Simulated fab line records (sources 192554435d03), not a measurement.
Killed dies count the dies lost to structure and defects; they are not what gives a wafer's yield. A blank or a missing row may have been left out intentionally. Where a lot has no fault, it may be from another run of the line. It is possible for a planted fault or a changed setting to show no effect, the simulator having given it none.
fab line records	flow n5Finfet
record: lots: 7	wafers: 19	lastDay: 17
route steps=1938 shown BEOL_M3@936 BEOL_M4@1111
lots that met no fault: taken from a fault-free run of the same line
startH: hours from the record's first day to the start of the lot's first wafer shown	waitH: hours since the lot's step before	" the same as in the row above	L1.1+2: a single row standing in for several wafers	- no value, or no start was given	* or withheld: withheld	< > ~ a bound
route shown NAME@n: names a module that has steps shown in the file, with the first one's number in the route	usual: average and standard deviation across the fault-free wafers	same: alike in all rows	chamber/n: place in a boat	sites: each site's reading	_std_site: standard deviation of those values	_edge_site: mean of outer sites minus mean of inner sites	radiusMm: how far each site lies from the wafer's centre	mask NAME#n: copy n	behind: the tool/chamber that last shaped the wafer	hold: why the lot was held/for how many hours/how that ended	device: the transistor (n, p or np) that didn't switch	end of line: at the end of the route, the tests of the same wafers	step lacking rows: just its recipe	killed: not the wafer's yield, but the dies lost to structure and defects at the first sort	map: a wafer's dies, marking killed ones x, the rest . and places with no die _
set.NAME: setting as actually run; set.NAME@STEP: the setting as run at that earlier step	model.NAME: the simulator's own value behind a step, which no gauge read
certain route steps with their lots: each step a table, each wafer a row
services: from which hour (startH, from the record's first day; less than 0 if before it) a tool's chamber was out of use, for how many hours, and why
== steps ==
step: N5_BEOL_M3_COAT_62
recipe: resist: SiARC	tempC: 220	timeS: 60	spinRpm: 1500	resistThkNm: 12
step: N5_BEOL_M3_COAT_73
recipe: resist: underlayer	tempC: 205	timeS: 60	spinRpm: 1500	resistThkNm: 5
step: N5_BEOL_M3_COAT_05
recipe: resist: CAR-EUV	spinRpm: 1500	resistThkNm: 30
step: N5_BEOL_M3_EBR_07
recipe: solvent: PGMEA	ebrWidthMm: 1.5
step: N5_BEOL_M3_SOFTBAKE_06
recipe: tempC: 110	timeS: 60	resist: CAR-EUV
step: N5_BEOL_M3_EXPOSE_08
recipe: maskId: M3	na: 0.33	sourceShape: dipole	sigmaInner: 0.369	sigmaOuter: 0.767	polarization: unpolarized	doseMj: 33
step: N5_BEOL_M3_PEB_09
recipe: pebTempC: 100	pebTimeS: 60	resist: CAR-EUV
step: N5_BEOL_M3_DEVELOP_10
recipe: developTimeS: 30	developer: TMAH	resist: CAR-EUV	rinseLiquid: surfactantRinse	dry: airSpin	devTempC: 23
step: N5_BEOL_M3_CD_MEAS_11
recipe: targetCdNm: 17.05	landingEnergyEv: 500	detector: seInlens	polarity: opening
usual: cdNm: 17.06/0.24
lot.wafer	tool	chamber	startH	waitH	cdNm
L340.3	cdSem-03	0	175.01	-	16.96
L340.4	"	0	"	"	16.94
L340.5	"	0	"	"	17.00
L341.1	cdSem-03	0	211.12	-	17.23
L341.3	"	0	"	"	16.66
L341.6	"	0	"	"	16.95
L344.2	cdSem-03	0	211.29	-	16.99
L344.4	"	0	"	"	16.88
L344.6	"	0	"	"	17.05
L343.2	cdSem-03	0	215.02	-	17.26
L343.4	"	0	"	"	17.35
L343.6	"	0	"	"	17.43
L354.1	cdSem-01	0	270.92	-	17.26
L354.4	"	0	"	"	17.51
L355.1	cdSem-02	0	278.01	-	16.77
L355.5	"	0	"	"	17.22
L357.3	cdSem-03	0	285.87	-	16.90
L357.5	"	0	"	"	16.95
L357.6	"	0	"	"	17.10
step: N5_BEOL_M3_OVL_MEAS_12
recipe: pointsPerWafer: 522
usual: M3_OVL: -0.5/0.62
same: pointsPerWafer: 522
lot.wafer	tool	chamber	startH	waitH	M3_OVL[nm]
L340.3	overlay-02	0	175.05	0.0	0.6
L340.4	"	0	"	"	1.4
L340.5	"	0	"	"	0.2
L341.1	overlay-01	0	211.15	0.0	-1.1
L341.3	"	0	"	"	-1.4
L341.6	"	0	"	"	-1.1
L344.2	overlay-02	0	211.32	0.0	-1.3
L344.4	"	0	"	"	-0.7
L344.6	"	0	"	"	-0.5
L343.2	overlay-02	0	215.06	0.0	-0.3
L343.4	"	0	"	"	-0.5
L343.6	"	0	"	"	-0.1
L354.1	overlay-01	0	270.95	0.0	-1.4
L354.4	"	0	"	"	-1.0
L355.1	overlay-01	0	278.04	0.0	-1.6
L355.5	"	0	"	"	-1.5
L357.3	overlay-02	0	285.91	0.0	0.2
L357.5	"	0	"	"	0.3
L357.6	"	0	"	"	0.9
step: N5_BEOL_M3_INSPECT_13
recipe: mode: adi	inspectInstrument: brightfield
usual: rawDefectCount: 409/81
lot.wafer	tool	chamber	startH	waitH	rawDefectCount
L340.3	defectInspect-01	-	175.10	0.0	445
L340.4	"	-	"	"	348
L340.5	"	-	"	"	364
L341.1	defectInspect-02	-	211.21	0.1	353
L341.3	"	-	"	"	452
L341.6	"	-	"	"	394
L344.2	defectInspect-02	-	211.37	0.0	370
L344.4	"	-	"	"	483
L344.6	"	-	"	"	371
L343.2	defectInspect-02	-	215.11	0.0	365
L343.4	"	-	"	"	407
L343.6	"	-	"	"	295
L354.1	defectInspect-01	-	271.09	0.1	325
L354.4	"	-	"	"	338
L355.1	defectInspect-01	-	278.09	0.1	312
L355.5	"	-	"	"	394
L357.3	defectInspect-01	-	285.95	0.0	332
L357.5	"	-	"	"	245
L357.6	"	-	"	"	500
step: N5_BEOL_M3_DESCUM_16
recipe: chemistry: O2	timeS: 7	sourcePowerW: 50	biasPowerW: 20	pressureMtorr: 20	rfFrequencyHz: 2.712e+07	tempC: 40	resist: CAR-EUV	o2FlowSccm: 225
usual: biasPowerW: 19.99/0.052	drypumpMotorCurrentA: 5.8/0.44	oesProductAu: 0.81/0.083	rfVppV: 243.2/1.3	showerheadPlenumPTorr: 2.10/0.074	throttleValvePct: 20.43/0.24
lot.wafer	tool	chamber	startH	waitH	biasPowerW	drypumpMotorCurrentA	oesProductAu	rfHoursCounterH	rfVppV	showerheadPlenumPTorr	throttleValvePct
L340.3	rieDiel-06	2	175.17	0.1	19.88	6.5	0.79	149	243.7	2.09	20.50
L340.4	"	1	"	"	19.91	5.5	0.74	178	241.6	1.99	20.35
L340.5	"	0	"	"	19.97	5.7	0.87	-	242.9	2.12	20.01
L341.1	rieDiel-06	2	211.24	0.0	20.05	6.5	0.76	161	243.9	2.09	20.52
L341.3	"	3	"	"	20.06	6.5	0.82	89	242.0	2.03	20.48
L341.6	"	1	"	"	19.97	5.5	0.73	-	241.6	1.99	20.36
L344.2	rieDiel-05	2	211.41	0.0	20.00	5.4	0.74	190	243.1	2.08	20.76
L344.4	"	1	"	"	19.95	5.9	0.74	190	244.7	2.17	20.65
L344.6	"	2	"	"	20.07	5.4	0.73	-	243.0	2.07	20.78
L343.2	rieDiel-06	0	215.14	0.0	20.02	5.7	0.82	52	243.7	2.12	20.03
L343.4	"	2	"	"	19.98	6.5	0.75	161	242.7	2.09	20.53
L343.6	"	2	"	"	20.02	6.5	0.76	-	243.3	2.09	20.53
L354.1	rieDiel-05	2	271.13	0.0	19.95	5.4	0.71	207	244.3	2.07	20.80
L354.4	"	0	"	"	20.00	5.6	0.91	27	242.0	2.06	20.10
L355.1	rieDiel-05	1	278.13	0.0	20.08	5.8	0.73	208	243.8	2.16	20.66
L355.5	"	0	"	"	19.99	5.6	0.91	-	242.6	2.05	20.09
L357.3	rieDiel-05	1	285.99	0.0	19.91	5.8	0.73	209	244.4	2.16	20.67
L357.5	"	1	"	"	19.98	5.8	0.72	-	244.5	2.16	20.67
L357.6	"	0	"	"	19.99	5.7	0.90	-	242.3	2.05	20.09
step: N5_BEOL_M3_ETCH_74
recipe: chemistry: N2/H2	target: underlayer	targetDepthA: 65	maskMaterial: CAR-EUV	timeS: 5.2	ionEnergyEv: 200	pressureMtorr: 30	sourceW: 840	biasW: 150	n2FlowSccm: 200	h2FlowSccm: 200	ends: cleared
usual: biasW: 150.0/0.48	drypumpMotorCurrentA: 5.8/0.44	etchRfOnTimeS: 5.19/0.088	h2FlowSccm: 200.1/0.61	oesProductAu: 0.69/0.07	rfVppV: 524.3/2.8	showerheadPlenumPTorr: 2.56/0.089	throttleValvePct: 17.90/0.26
lot.wafer	tool	chamber	startH	waitH	biasW	drypumpMotorCurrentA	etchRfOnTimeS	h2FlowSccm	oesProductAu	rfHoursCounterH	rfVppV	showerheadPlenumPTorr	throttleValvePct
L340.3	rieDiel-06	2	175.21	0.0	150.1	6.5	5.24	200.4	0.66	149	524.4	2.53	17.82
L340.4	"	1	"	"	150.4	5.5	5.32	199.4	0.62	178	520.3	2.43	17.93
L340.5	"	0	"	"	150.3	5.7	5.17	199.9	0.74	-	523.2	2.60	17.61
L341.1	rieDiel-06	2	211.28	0.0	150.6	6.5	5.18	200.8	0.66	161	522.5	2.53	17.84
L341.3	"	3	"	"	150.4	6.6	5.17	200.1	0.70	89	521.9	2.47	17.81
L341.6	"	1	"	"	150.6	5.6	5.30	200.2	0.62	-	521.1	2.43	17.94
L344.2	rieDiel-05	2	211.44	0.0	150.8	5.4	5.10	199.4	0.62	190	525.0	2.53	18.31
L344.4	"	1	"	"	150.8	5.9	5.16	199.7	0.64	190	526.6	2.64	18.16
L344.6	"	2	"	"	150.3	5.4	5.07	199.6	0.64	-	525.0	2.53	18.33
L343.2	rieDiel-06	0	215.18	0.0	149.9	5.7	5.19	199.7	0.71	52	525.2	2.59	17.62
L343.4	"	2	"	"	149.1	6.5	5.27	199.3	0.65	161	523.2	2.53	17.84
L343.6	"	2	"	"	150.1	6.5	5.21	199.8	0.65	-	524.8	2.53	17.84
L354.1	rieDiel-05	2	271.16	0.0	150.0	5.4	6.76	200.7	0.54	207	523.2	2.52	18.30
L354.4	"	0	"	"	149.8	5.7	5.15	200.4	0.78	27	521.7	2.49	17.52
L355.1	rieDiel-05	1	278.16	0.0	150.2	5.9	6.76	200.8	0.54	208	526.2	2.63	18.19
L355.5	"	0	"	"	149.7	5.7	5.11	200.4	0.78	-	524.5	2.49	17.54
L357.3	rieDiel-05	1	286.02	0.0	150.7	5.8	5.19	198.3	0.62	209	525.6	2.63	18.21
L357.5	"	1	"	"	150.1	5.8	5.16	199.2	0.63	-	526.1	2.63	18.17
L357.6	"	0	"	"	149.6	5.6	6.58	199.9	0.67	-	522.7	2.49	17.52
step: N5_BEOL_M3_ETCH_63
recipe: chemistry: CF4	target: SiARC	targetDepthA: 156	maskMaterial: CAR-EUV	timeS: 26	ionEnergyEv: 80	pressureMtorr: 40	sourceW: 545	biasW: 36	Ar_flow_sccm: 100	cf4FlowSccm: 100	ends: cleared
usual: biasW: 35.99/0.1	drypumpMotorCurrentA: 5.8/0.44	etchRfOnTimeS: 25.9/0.42	oesProductAu: 0.69/0.07	rfVppV: 184.2/1.2	showerheadPlenumPTorr: 2.15/0.072	throttleValvePct: 15.61/0.25
lot.wafer	tool	chamber	startH	waitH	biasW	drypumpMotorCurrentA	etchRfOnTimeS	oesProductAu	rfHoursCounterH	rfVppV	showerheadPlenumPTorr	throttleValvePct
L340.3	rieDiel-06	2	175.23	0.0	36.00	6.5	26.6	0.65	149	184.6	2.15	15.74
L340.4	"	1	"	"	35.96	5.5	26.7	0.62	178	183.0	2.05	15.61
L340.5	"	0	"	"	36.10	5.7	25.7	0.74	-	184.9	2.18	15.27
L341.1	rieDiel-06	2	211.30	0.0	35.94	6.5	26.2	0.65	161	184.1	2.14	15.75
L341.3	"	3	"	"	35.94	6.6	25.5	0.70	89	182.7	2.08	15.59
L341.6	"	1	"	"	36.03	5.5	26.4	0.63	-	183.6	2.05	15.63
L344.2	rieDiel-05	2	211.46	0.0	35.96	5.4	25.9	0.63	190	183.8	2.13	15.97
L344.4	"	1	"	"	35.82	5.8	25.9	0.63	190	184.4	2.22	15.79
L344.6	"	2	"	"	35.89	5.4	26.0	0.63	-	184.3	2.13	15.96
L343.2	rieDiel-06	0	215.20	0.0	35.95	5.7	25.8	0.72	52	185.0	2.17	15.29
L343.4	"	2	"	"	35.94	6.5	26.7	0.64	161	183.4	2.14	15.73
L343.6	"	2	"	"	36.05	6.5	26.7	0.64	-	184.5	2.14	15.74
L354.1	rieDiel-05	2	271.18	0.0	35.88	5.4	25.7	0.62	207	183.8	2.12	16.00
L354.4	"	0	"	"	35.94	5.6	25.6	0.77	27	182.7	2.10	15.18
L355.1	rieDiel-05	1	278.18	0.0	36.34	5.9	26.1	0.62	208	184.4	2.21	15.81
L355.5	"	0	"	"	35.90	5.7	25.5	0.77	-	184.4	2.10	15.19
L357.3	rieDiel-05	1	286.04	0.0	36.11	5.9	26.1	0.62	209	185.8	2.21	15.83
L357.5	"	1	"	"	36.06	5.8	26.1	0.62	-	184.2	2.21	15.84
L357.6	"	0	"	"	35.95	5.6	25.7	0.78	-	182.7	2.10	15.20
step: N5_BEOL_M4_RC_MEAS_101
usual: DIBL_N: 36.3/1.2	DIBL_P: 36.7/1.5	IOFF_N: 0.164/0.02	IOFF_P: 0.214/0.024	ION_N: 673/8.5	ION_P: 461/5.9	SS_N: 71.6/0.44	SS_P: 73.3/0.55	VT_N: 249.4/2.4	VT_P: -250.0/2.3
lot.wafer	tool	chamber	startH	waitH	DIBL_N[mV/V]	DIBL_P[mV/V]	IOFF_N[nA/um]	IOFF_P[nA/um]	ION_N[uA/um]	ION_P[uA/um]	SS_N[mV/dec]	SS_P[mV/dec]	VT_N[mV]	VT_P[mV]
L340.3	prober-01	0	203.97	0.3	36.2	36.6	0.152	0.224	671	470	71.6	73.2	250.0	-247.6
L340.4	"	0	"	"	36.2	35.8	0.153	0.211	678	462	70.7	73.6	248.5	-249.2
L340.5	"	0	"	"	36.8	36.6	0.164	0.228	670	464	71.2	73.3	248.7	-245.8
L341.1	prober-02	0	225.24	0.0	36.0	37.4	0.166	0.229	679	463	72.2	74.2	249.7	-249.9
L341.3	"	0	"	"	35.3	35.4	0.146	0.194	658	452	71.1	73.0	253.7	-250.4
L341.6	"	0	"	"	35.4	36.6	0.150	0.206	672	463	71.9	73.8	250.6	-251.1
L344.2	prober-01	0	230.68	0.2	35.4	35.1	0.156	0.194	667	460	71.5	73.0	250.2	-248.9
L344.4	"	0	"	"	37.1	37.1	0.197	0.226	686	462	72.0	73.9	243.9	-252.1
L344.6	"	0	"	"	36.7	36.9	0.187	0.221	678	467	71.8	73.5	245.8	-250.5
L343.2	prober-01	0	232.39	0.2	37.4	38.2	0.176	0.252	673	467	72.1	73.2	248.4	-246.0
L343.4	"	0	"	"	36.3	37.4	0.160	0.228	664	460	71.9	73.2	248.9	-250.0
L343.6	"	0	"	"	37.3	38.4	0.179	0.254	678	466	71.8	74.4	247.0	-246.8
L354.1	prober-02	0	286.17	0.0	37.4	36.7	0.173	0.218	677	464	71.2	72.6	249.8	-250.0
L354.4	"	0	"	"	36.9	35.8	0.159	0.203	656	453	71.7	73.3	250.4	-253.3
L355.1	prober-01	0	300.04	0.0	36.3	37.0	0.167	0.223	677	466	71.0	72.8	248.7	-250.5
L355.5	"	0	"	"	35.0	35.8	0.150	0.207	676	464	71.3	72.3	247.3	-251.2
L357.3	prober-02	0	307.49	0.3	37.3	39.5	0.178	0.237	679	466	71.8	73.9	250.1	-250.4
L357.5	"	0	"	"	38.1	40.5	0.196	0.242	682	467	72.0	74.5	247.9	-249.3
L357.6	"	0	"	"	36.9	39.9	0.183	0.241	688	469	71.3	73.9	247.6	-249.9
== services ==
tool	chamber	startH	hours	kind
rieDiel-05	0	159.98	-	clean
rieDiel-05	0	159.98	-	consumableReplace:focusRing
rieDiel-05	0	159.98	15.6	scheduledDown
rieDiel-05	0	159.98	15.6	ventCycle
rieDiel-05	3	175.58	-	clean
rieDiel-05	3	175.58	-	consumableReplace:focusRing
rieDiel-05	3	175.58	-	consumableReplace:showerhead
rieDiel-05	3	175.58	22.7	scheduledDown
rieDiel-05	3	175.58	22.7	ventCycle
rieDiel-05	-	197.43	0.5	repair
== key ==
firstSign: step: N5_BEOL_M3_ETCH_74	reading: etchRfOnTimeS	direction: up	sigmas: 17	usual: *	struck: *
effect none on later readings
metAt N5_BEOL_M3_ETCH_74
struckWafers L354.1,L355.1,L357.6
onsetBetween 211.44 271.16
fault: kind: processParameterDrift	tool: rieDiel-05	chamber: -	onsetH: 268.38	steps: N5_BEOL_M3_ETCH_74	channel: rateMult	offset: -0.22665	shape: step	endH: 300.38	scope: struckWafersOnly
